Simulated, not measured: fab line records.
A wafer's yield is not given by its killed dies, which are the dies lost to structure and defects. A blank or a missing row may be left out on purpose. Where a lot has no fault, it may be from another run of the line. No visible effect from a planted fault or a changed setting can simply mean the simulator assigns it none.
fab line records ; flow nand_harc
[record] lots = 5; wafers = 15; last_day = 33
route steps=1302 shown A_STAIRCASE@722 END@1302
lots that met no fault: taken from a fault-free run of the same line
start_h: start of the lot's first displayed wafer, in hours after the record's first day ; wait_h: time in hours since the lot's previous step ; " unchanged from the row above ; L1.1+2: several wafers, shown together as one row ; - value missing, or start not given ; * or withheld: withheld ; < > ~ a bound
route shown NAME@n: NAME is a module with steps in the file, n the number in the route of the first one ; usual: average and standard deviation across the fault-free wafers ; same: alike in all rows ; chamber/n: place in a boat ; sites: readings site by site ; _std_site: standard deviation of those values ; _edge_site: mean of outer sites minus mean of inner sites ; radius_mm: how far each site lies from the wafer's centre ; mask NAME#n: copy n ; behind: tool/chamber where the wafer was last shaped ; hold: what put the lot on hold/how long, in hours/how the hold closed ; device: names the non-switching transistor (n, p or np) ; end of line: the tests these same wafers got at the end of their route ; step lacking rows: just its recipe ; killed: not the wafer's yield, but the dies lost to structure and defects at the first sort ; map: per-die view of a wafer (x killed, . not killed, _ where there is no die)
set.NAME: the setting the step ran with; set.NAME@STEP: the setting that earlier step ran with ; model.NAME: the simulator's own value behind a step, which no gauge read
lots at selected steps of the route; one table per step, one row per wafer
services: from which hour (start_h, from the record's first day; less than 0 if before it) a tool's chamber was out of use, for how many hours, and why
[[steps]]
[step NHARC_A_STAIRCASE_SRD_208]
[step NHARC_A_STAIRCASE_DEHYDRATE_209]
[recipe] temp_c = 150; time_s = 120
[step NHARC_A_STAIRCASE_HMDS_210]
[recipe] time_s = 30
[step NHARC_A_STAIRCASE_COAT_211]
[recipe] spin_rpm = 1200
[step NHARC_A_STAIRCASE_SOFTBAKE_212]
[recipe] temp_c = 135; time_s = 170
[step NHARC_A_STAIRCASE_EBR_213]
[step NHARC_A_STAIRCASE_EXPOSE_214]
[recipe] na = 0.5; dose_mj = 31.26; mask_id = STAIR_3
[step NHARC_A_STAIRCASE_PEB_215]
[recipe] peb_temp_c = 115; peb_time_s = 130
[step NHARC_A_STAIRCASE_DEVELOP_216]
[recipe] time_s = 140
[step NHARC_A_STAIRCASE_HARDBAKE_218]
[recipe] temp_c = 120; time_s = 140
[step NHARC_A_STAIRCASE_DESCUM_219]
[recipe] time_s = 3; o2_flow_sccm = 200; ar_flow_sccm = 0; bias_power_w = 0; chemistry = O2
[usual] drypump_motor_current_A = 5.9/0.51; mfc_ar_sccm = 0.002/0.0041; oes_product_au = 1.000/0.0073; rf_vpp_V = 57.8/0.88; showerhead_plenum_p_Torr = 1.93/0.091; throttle_valve_pct = 11.312/0.0092
lot.wafer;tool;chamber;start_h;wait_h;drypump_motor_current_A;mfc_ar_sccm;oes_product_au;rf_hours_counter_h;rf_vpp_V;showerhead_plenum_p_Torr;throttle_valve_pct
L338.2;rie_diel-03;2;375.96;-;5.0;0.008;0.997;25;56.6;1.87;11.316
L338.6;rie_diel-03;2;375.96;-;5.0;0.008;0.994;-;56.4;1.87;11.309
L338.5;rie_diel-03;3;375.96;-;6.2;0;1.002;-;56.6;1.90;11.300
L351.1;rie_diel-03;2;513.16;-;5.0;0.008;1.009;7;56.2;1.86;11.308
L351.3;rie_diel-03;3;513.16;-;6.1;0;1.011;21;57.2;1.89;11.314
L351.2;rie_diel-03;0;513.16;-;6.0;0;1.007;13;58.0;1.90;11.301
L352.3;rie_diel-13;3;529.00;-;6.6;0;0.993;0;57.3;1.82;11.319
L352.1;rie_diel-13;1;529.00;-;6.5;0.011;1.000;0;59.1;2.08;11.312
L352.2;rie_diel-13;2;529.00;-;6.0;0.013;1.000;0;56.4;1.91;11.322
L358.4;rie_diel-03;1;575.67;-;5.2;0;0.997;35;58.1;2.04;11.304
L358.2;rie_diel-03;3;575.67;-;6.2;0;0.992;38;58.2;1.88;11.326
L358.1;rie_diel-03;0;575.67;-;6.0;0;0.999;31;57.6;1.90;11.309
L359.4;rie_diel-03;1;580.01;-;5.2;0;1.010;37;59.1;2.04;11.315
L359.1;rie_diel-03;3;580.01;-;6.1;0;1.002;43;58.0;1.88;11.314
L359.6;rie_diel-03;1;580.01;-;5.2;0;1.006;-;56.9;2.04;11.308
[step NHARC_A_STAIRCASE_TRIM_220]
[recipe] time_s = 211.2; o2_flow_sccm = 500; ar_flow_sccm = 0; bias_w = 0; chemistry = O2
[usual] drypump_motor_current_A = 5.9/0.49; mfc_ar_sccm = 0.002/0.0041; oes_product_au = 1.000/0.007; rf_vpp_V = 57.9/0.87; showerhead_plenum_p_Torr = 3.55/0.15; throttle_valve_pct = 17.037/0.0099
lot.wafer;tool;chamber;start_h;wait_h;drypump_motor_current_A;mfc_ar_sccm;oes_product_au;rf_hours_counter_h;rf_vpp_V;showerhead_plenum_p_Torr;throttle_valve_pct
L338.2;rie_diel-03;2;376.07;0.1;5.0;0.008;0.988;25;57.1;3.46;17.028
L338.6;rie_diel-03;0;376.07;0.1;6.0;0;1.003;-;57.5;3.54;17.039
L338.5;rie_diel-03;1;376.07;0.1;5.2;0;0.989;-;58.7;3.79;17.031
L351.2;rie_diel-03;3;513.32;0.1;6.2;0;1.001;21;57.6;3.49;17.053
L351.1;rie_diel-03;0;513.32;0.1;6.0;0;0.764;13;58.3;3.51;17.029
L351.3;rie_diel-03;2;513.32;0.1;5.0;0.008;0.999;7;57.1;3.44;17.054
L352.3;rie_diel-13;0;529.08;0.1;6.0;0;1.002;0;57.3;3.53;17.035
L352.1;rie_diel-13;1;529.08;0.1;6.4;0.011;1.005;0;58.6;3.81;17.038
L352.2;rie_diel-13;2;529.08;0.1;6.0;0.013;0.993;0;57.0;3.53;17.028
L358.4;rie_diel-03;1;575.76;0.1;5.2;0;1.000;35;57.8;3.76;17.045
L358.2;rie_diel-03;2;575.76;0.1;5.0;0.008;0.992;25;57.5;3.43;17.037
L358.1;rie_diel-03;3;575.76;0.1;6.2;0;1.000;38;56.6;3.48;17.035
L359.4;rie_diel-03;0;580.14;0.1;6.0;0;1.007;33;57.8;3.50;17.043
L359.1;rie_diel-03;1;580.14;0.1;5.2;0;1.010;38;59.2;3.75;17.023
L359.6;rie_diel-03;0;580.14;0.1;6.0;0;1.002;-;58.1;3.50;17.034
[step NHARC_A_STAIRCASE_ETCH_221]
[recipe] target_depth_a = 1000; time_s = 40.5; ion_energy_ev = 400; c4f8_flow_sccm = 20; o2_flow_sccm = 10; ar_flow_sccm = withheld; rf_w = 600; bias_w = 1000; chemistry = C4F8/O2
[usual] oes_product_au = 0.939/0.012; rf_vpp_V = 897/5.5
lot.wafer;tool;chamber;start_h;wait_h;oes_product_au;rf_hours_counter_h;rf_vpp_V
L338.2;rie_diel-03;1;-;-;0.943;23;906
L338.6;rie_diel-03;1;-;-;0.957;-;906
L338.5;rie_diel-03;2;-;-;0.950;-;895
L351.2;rie_diel-03;1;-;-;0.931;23;905
L351.1;rie_diel-03;2;-;-;0.924;7;892
L351.3;rie_diel-03;3;-;-;0.921;21;895
L352.2;rie_diel-13;1;-;-;0.962;0;905
L352.3;rie_diel-13;2;-;-;0.961;0;896
L352.1;rie_diel-13;3;-;-;0.951;0;889
L358.2;rie_diel-03;1;-;-;0.921;35;903
L358.4;rie_diel-03;2;-;-;0.922;25;894
L358.1;rie_diel-03;3;-;-;0.949;38;894
L359.1;rie_diel-03;2;-;-;0.918;30;892
L359.4;rie_diel-03;0;-;-;0.946;33;895
L359.6;rie_diel-03;3;-;-;0.930;-;891
[step NHARC_END_SORT_01]
[recipe] temp_c = 25
[usual] killed_at_array = 51/17; killed_at_other = 1.6/2.1; killed_at_periphery = 4/3.2; killed_dies = 57/18; killed_open = 2.9/1.7; killed_short = 2.3/1.3
[same] gross_dies = 677
lot.wafer;tool;chamber;start_h;wait_h;hold;killed_at_array;killed_at_other;killed_at_periphery;killed_dies;killed_open;killed_short
L338.2;prober-02;0;575.89;2.8;-;33;2;4;39;2;1
L338.5;prober-02;0;578.30;3.7;-;48;1;6;55;7;4
L338.6;prober-02;0;579.10;4.0;-;30;3;1;34;2;1
L351.1;prober-01;0;705.97;2.5;await_dispo/2.5h/release;668;0;9;677;4;2
L351.2;prober-01;0;706.78;2.8;await_dispo/2.5h/release;20;2;5;27;3;1
L351.3;prober-01;0;707.58;3.1;await_dispo/2.5h/release;20;0;11;31;5;1
L352.1;prober-01;0;724.86;2.5;-;69;0;2;71;4;1
L352.2;prober-01;0;725.67;2.8;-;58;1;1;60;1;3
L352.3;prober-01;0;726.48;3.1;-;61;1;1;63;4;2
L359.1;prober-01;0;772.48;2.5;-;36;2;7;45;4;3
L359.4;prober-01;0;774.86;3.4;-;31;1;7;39;2;2
L359.6;prober-01;0;776.44;4.0;-;34;2;7;43;3;3
L358.1;prober-02;0;780.34;2.5;-;40;0;6;46;3;2
L358.2;prober-02;0;781.15;2.8;-;33;0;6;39;2;3
L358.4;prober-02;0;782.76;3.4;-;29;0;12;41;1;3
// killed by level:class
L338.2 A_SLIT:chamber_film_flake=20 A_CHANNEL_HOLE_D2:chamber_film_flake=6 A_CONTACT:chamber_film_flake=3 P_ZERO_WELL:chamber_film_flake=2 A_STAIRCASE:chamber_film_flake=2 THIN_TSV:chamber_film_flake=2 P_M0:geometric_particle:short=1 A_CHANNEL_FILL_D1:geometric_particle:open=1
L338.5 A_SLIT:chamber_film_flake=22 A_CHANNEL_HOLE_D2:chamber_film_flake=7 A_DECK1_JOINT:chamber_film_flake=5 A_CHANNEL_HOLE_D1:chamber_film_flake=3 A_CONTACT:chamber_film_flake=3 P_M2:geometric_particle:open=2 A_CHANNEL_FILL_D2:geometric_particle:short=2 P_STI:geometric_particle:open=1
L338.6 A_SLIT:chamber_film_flake=20 THIN_TSV:chamber_film_flake=3 A_CHANNEL_HOLE_D2:chamber_film_flake=2 A_STAIRCASE:chamber_film_flake=2 A_CONTACT:chamber_film_flake=2 A_DECK1_JOINT:geometric_particle:open=1 A_M0:geometric_particle:open=1 A_M0:geometric_particle:short=1
L351.1 A_STAIRCASE:area_trim=642 A_CHANNEL_HOLE_D1:chamber_film_flake=9 P_GATE:chamber_film_flake=6 A_CONTACT:chamber_film_flake=6 A_SLIT:chamber_film_flake=4 A_ONON_D2:geometric_particle:open=2 P_M1:chamber_film_flake=2 P_CONTACT:geometric_particle:open=1
L351.2 A_CONTACT:chamber_film_flake=5 P_GATE:chamber_film_flake=3 A_CHANNEL_HOLE_D1:chamber_film_flake=3 A_STAIRCASE:chamber_film_flake=3 A_SOURCE_PLATE:geometric_particle:open=2 A_SLIT:chamber_film_flake=2 A_M1:chamber_film_flake=2 THIN_TSV:chamber_film_flake=2
L351.3 P_GATE:chamber_film_flake=7 A_CHANNEL_HOLE_D1:chamber_film_flake=7 A_CONTACT:chamber_film_flake=5 P_M1:chamber_film_flake=2 A_SLIT:chamber_film_flake=2 P_GATE:geometric_particle:open=1 P_CONTACT:geometric_particle:open=1 A_DECK1_JOINT:geometric_particle:open=1
L352.1 A_SLIT:chamber_film_flake=23 A_CHANNEL_HOLE_D2:chamber_film_flake=17 A_CHANNEL_HOLE_D1:chamber_film_flake=8 A_CONTACT:chamber_film_flake=5 A_CHANNEL_FILL_D1:chamber_film_flake=4 A_STAIRCASE:chamber_film_flake=4 P_GATE:geometric_particle:open=1 A_ONON_D1:geometric_particle:open=1
L352.2 A_SLIT:chamber_film_flake=24 A_CHANNEL_HOLE_D2:chamber_film_flake=11 A_CONTACT:chamber_film_flake=7 A_CHANNEL_HOLE_D1:chamber_film_flake=6 A_STAIRCASE:chamber_film_flake=5 A_CHANNEL_FILL_D2:geometric_particle:short=2 A_CHANNEL_HOLE_D1:geometric_particle:open=1 A_CHANNEL_FILL_D1:geometric_particle:short=1
L352.3 A_CHANNEL_HOLE_D2:chamber_film_flake=17 A_CHANNEL_HOLE_D1:chamber_film_flake=12 A_SLIT:chamber_film_flake=12 A_CONTACT:chamber_film_flake=6 A_STAIRCASE:chamber_film_flake=4 A_CHANNEL_FILL_D1:chamber_film_flake=3 P_CONTACT:geometric_particle:open=1 A_SOURCE_PLATE:geometric_particle:open=1
L359.1 A_CHANNEL_HOLE_D1:chamber_film_flake=13 A_SLIT:chamber_film_flake=7 P_STI:chamber_film_flake=4 A_CONTACT:chamber_film_flake=4 A_STAIRCASE:chamber_film_flake=3 A_BLC:geometric_particle:open=2 A_WL_FILL:chamber_film_flake=2 A_M1:chamber_film_flake=2
L359.4 A_CHANNEL_HOLE_D1:chamber_film_flake=13 P_STI:chamber_film_flake=6 A_SLIT:chamber_film_flake=5 A_STAIRCASE:chamber_film_flake=3 A_CHANNEL_FILL_D2:chamber_film_flake=2 A_M1:chamber_film_flake=2 P_M0:geometric_particle:open=1 A_CHANNEL_FILL_D1:geometric_particle:short=1
L359.6 A_CHANNEL_HOLE_D1:chamber_film_flake=12 P_STI:chamber_film_flake=5 A_STAIRCASE:chamber_film_flake=4 A_SLIT:chamber_film_flake=4 A_M1:chamber_film_flake=4 A_CHANNEL_FILL_D2:chamber_film_flake=3 THIN_TSV:chamber_film_flake=2 P_M0:geometric_particle:open=1
L358.1 A_CHANNEL_HOLE_D1:chamber_film_flake=12 A_SLIT:chamber_film_flake=7 A_STAIRCASE:chamber_film_flake=7 P_GATE:chamber_film_flake=5 A_CONTACT:chamber_film_flake=5 A_ZERO_WELL:chamber_film_flake=2 A_WL_FILL:chamber_film_flake=2 A_DECK1_JOINT:geometric_particle:open=1
L358.2 A_CHANNEL_HOLE_D1:chamber_film_flake=8 A_CONTACT:chamber_film_flake=7 A_STAIRCASE:chamber_film_flake=6 P_GATE:chamber_film_flake=4 A_SLIT:chamber_film_flake=4 A_DECK1_JOINT:chamber_film_flake=2 P_GATE:geometric_particle:short=1 A_SOURCE_PLATE:geometric_particle:open=1
L358.4 A_CHANNEL_HOLE_D1:chamber_film_flake=11 P_GATE:chamber_film_flake=5 A_SLIT:chamber_film_flake=5 A_CONTACT:chamber_film_flake=5 P_CONTACT:chamber_film_flake=4 A_CHANNEL_HOLE_D2:chamber_film_flake=2 A_STAIRCASE:chamber_film_flake=2 P_CONTACT:geometric_particle:short=1
// map L351.1 (x killed, . not)
____________x____________
_________xxxxxxx_________
_______xxxxxxxxxxx_______
______xxxxxxxxxxxxx______
_____xxxxxxxxxxxxxxx_____
____xxxxxxxxxxxxxxxxx____
____xxxxxxxxxxxxxxxxx____
___xxxxxxxxxxxxxxxxxxx___
___xxxxxxxxxxxxxxxxxxx___
__xxxxxxxxxxxxxxxxxxxxx__
__xxxxxxxxxxxxxxxxxxxxx__
_xxxxxxxxxxxxxxxxxxxxxxx_
_xxxxxxxxxxxxxxxxxxxxxxx_
_xxxxxxxxxxxxxxxxxxxxxxx_
_xxxxxxxxxxxxxxxxxxxxxxx_
_xxxxxxxxxxxxxxxxxxxxxxx_
xxxxxxxxxxxxxxxxxxxxxxxxx
xxxxxxxxxxxxxxxxxxxxxxxxx
xxxxxxxxxxxxxxxxxxxxxxxxx
xxxxxxxxxxxxxxxxxxxxxxxxx
xxxxxxxxxxxxxxxxxxxxxxxxx
_xxxxxxxxxxxxxxxxxxxxxxx_
_xxxxxxxxxxxxxxxxxxxxxxx_
_xxxxxxxxxxxxxxxxxxxxxxx_
_xxxxxxxxxxxxxxxxxxxxxxx_
_xxxxxxxxxxxxxxxxxxxxxxx_
__xxxxxxxxxxxxxxxxxxxxx__
__xxxxxxxxxxxxxxxxxxxxx__
___xxxxxxxxxxxxxxxxxxx___
___xxxxxxxxxxxxxxxxxxx___
____xxxxxxxxxxxxxxxxx____
____xxxxxxxxxxxxxxxxx____
_____xxxxxxxxxxxxxxx_____
______xxxxxxxxxxxxx______
_______xxxxxxxxxxx_______
_________xxxxxxx_________
____________x____________
// map L358.1 (x killed, . not)
____________.____________
_________..x...._________
_______.x........._______
______...........x.______
_____.............x._____
____....x............____
____..........x......____
___...................___
___...x...............___
__.....................__
__.x..x................__
_....x.................._
_......x................_
_......................._
_...x................x.._
_......................._
........................x
.........................
.....................xxxx
.......x.............xx.x
.......................x.
_...................x..._
_....................x.x_
_......................._
_..............xx......._
_..................x...._
__....x............x...__
__................xx...__
___..................x___
___..........x........___
____............x.x..____
____.................____
_____...x..x...x.x.._____
______..x........x.______
_______.xx..x....._______
_________......._________
____________.____________
[[services]]
tool;chamber;start_h;hours;kind
rie_diel-13;1;358.12;7.6;repair
rie_diel-13;3;361.39;11.8;repair
rie_diel-03;0;363.88;-;clean
rie_diel-03;1;363.88;-;clean
rie_diel-03;2;363.88;-;clean
rie_diel-03;3;363.88;-;clean
rie_diel-13;1;377.44;22.5;repair
rie_diel-03;0;388.38;-;clean
rie_diel-03;1;388.38;-;clean
rie_diel-03;2;388.38;-;clean
rie_diel-03;3;388.38;-;clean
rie_diel-13;0;393.35;49.3;repair
rie_diel-03;0;412.88;-;clean
rie_diel-03;1;412.88;-;clean
rie_diel-03;2;412.88;-;clean
rie_diel-03;3;412.88;-;clean
rie_diel-03;0;437.38;-;clean
rie_diel-03;1;437.38;-;clean
rie_diel-13;1;441.15;3.3;repair
rie_diel-13;1;448.55;5.9;repair
rie_diel-03;-;458.33;9.0;pm
rie_diel-13;-;519.08;9.0;pm
rie_diel-03;1;519.91;10.9;repair
rie_diel-03;3;561.84;2.6;repair
[[key]]
[first_sign] step = NHARC_A_STAIRCASE_TRIM_220; reading = oes_product_au; direction = down; sigmas = 34; usual = 1.000; struck = 0.764
[effect] step = NHARC_END_SORT_01; reading = killed_at_array; direction = up; sigmas = 35; usual = 51; struck = 668
[more_kills_born_at] NHARC_A_STAIRCASE_TRIM_220@rie_diel-03 = 642
met_at NHARC_A_STAIRCASE_TRIM_220
struck_wafers L351.1
later_rows_left_out L351.1
tester_left_out L351
onset_between 376.07 513.32
[fault] kind = process_parameter_drift; tool = rie_diel-03; chamber = 0; onset_h = 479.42; steps = NHARC_A_STAIRCASE_TRIM_220; channel = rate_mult; offset = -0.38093; shape = step; end_h = 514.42
// tester_left_out: of these lots the tester's yield and bins aren't shown, on N5 and GAA mostly nor the transistor test; their killed dies are dies lost to structure and defects alone, not to doping, threshold or leakage, so they don't give the yield
// later_rows_left_out: the simulator's readings of these wafers behind a module that went badly wrong aren't trusted and aren't shown, but for the sort
